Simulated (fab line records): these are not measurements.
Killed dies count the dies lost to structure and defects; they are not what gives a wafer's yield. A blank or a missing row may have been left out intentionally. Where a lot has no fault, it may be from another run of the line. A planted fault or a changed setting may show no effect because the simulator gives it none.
Chamber matching :: flow n5 finfet :: N5_HKMG_FIN_ALD_21 on ald metal-01: 4 sister chambers
The step deposits TiN, target thk 1.5 nm, pulse time 1 s, purge time 3 s. 16 wafers are shown with their chamber, then 8 later ones without.

WAFERS PAIRED WITH THEIR CHAMBERS
wafer: L074.2
chamber: 1
heater power w (W): 914
precursor pulse height rel: 1.027

wafer: L074.3
chamber: 0
heater power w (W): 901
precursor pulse height rel: 1.032

wafer: L074.5
chamber: 2
heater power w (W): 997
precursor pulse height rel: 1.017

wafer: L077.2
chamber: 1
heater power w (W): 896
precursor pulse height rel: 1.004

wafer: L077.5
chamber: 1
heater power w (W): 906
precursor pulse height rel: 1.019

wafer: L077.6
chamber: 2
heater power w (W): 1000
precursor pulse height rel: 0.987

wafer: L079.1
chamber: 3
heater power w (W): 806
precursor pulse height rel: 1.011

wafer: L079.2
chamber: 0
heater power w (W): 893
precursor pulse height rel: 1.044

wafer: L079.5
chamber: 2
heater power w (W): 973
precursor pulse height rel: 1.002

wafer: L082.1
chamber: 1
heater power w (W): 914
precursor pulse height rel: 1.028

wafer: L082.3
chamber: 2
heater power w (W): 992
precursor pulse height rel: 1.028

wafer: L082.6
chamber: 2
heater power w (W): 997
precursor pulse height rel: 0.998

wafer: L085.1
chamber: 1
heater power w (W): 928
precursor pulse height rel: 0.967

wafer: L085.4
chamber: 3
heater power w (W): 804
precursor pulse height rel: 0.999

wafer: L085.5
chamber: 1
heater power w (W): 901
precursor pulse height rel: 1.015

wafer: L087.1
chamber: 2
heater power w (W): 991
precursor pulse height rel: 1.026

SIGNATURES (means of the wafers above)
reading: heater power w
chamber 0: 897.00
chamber 1: 909.83
chamber 2: 991.67
chamber 3: 805.00
scatter within a chamber: 9.82

reading: precursor pulse height rel
chamber 0: 1.03800
chamber 1: 1.01000
chamber 2: 1.00967
chamber 3: 1.00500
scatter within a chamber: 0.0185
Rule: for a wafer and a chamber, the distance is found by dividing, reading by reading, the gap between the wafer's reading and the chamber's mean by the reading's scatter, squaring, summing and taking the root. The wafer belongs to the nearest chamber; if the next one is less than 2 further off, it can't be placed. The scatter: the root of (the sum of the squares of (reading less its chamber's mean) over the shown wafers, divided by (wafers less chambers)).

WAFERS MISSING THEIR CHAMBER
wafer: L087.3
heater power w (W): 915
precursor pulse height rel: 1.033

wafer: L087.5
heater power w (W): 914
precursor pulse height rel: 0.980

wafer: L094.2
heater power w (W): 1005
precursor pulse height rel: 1.011

wafer: L094.3
heater power w (W): 905
precursor pulse height rel: 1.026

wafer: L094.4
heater power w (W): 811
precursor pulse height rel: 1.011

wafer: L095.1
heater power w (W): 926
precursor pulse height rel: 1.024

wafer: L095.4
heater power w (W): 998
precursor pulse height rel: 1.010

wafer: L095.5
heater power w (W): 819
precursor pulse height rel: 0.989

CHAMBER TAKEN BY EACH
wafer: L087.3
from the rows above: can't be placed: 1 or 0
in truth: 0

wafer: L087.5
from the rows above: can't be placed: 1 or 0
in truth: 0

wafer: L094.2
from the rows above: 2
in truth: 2

wafer: L094.3
from the rows above: can't be placed: 1 or 0
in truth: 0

wafer: L094.4
from the rows above: 3
in truth: 3

wafer: L095.1
from the rows above: can't be placed: 1 or 0
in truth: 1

wafer: L095.4
from the rows above: 2
in truth: 2

wafer: L095.5
from the rows above: 3
in truth: 3
Correct placement for 4 of the 8. Cannot be placed on the basis of these rows: 4; the candidates contain the true chamber in 4. Placed wrongly: 0.
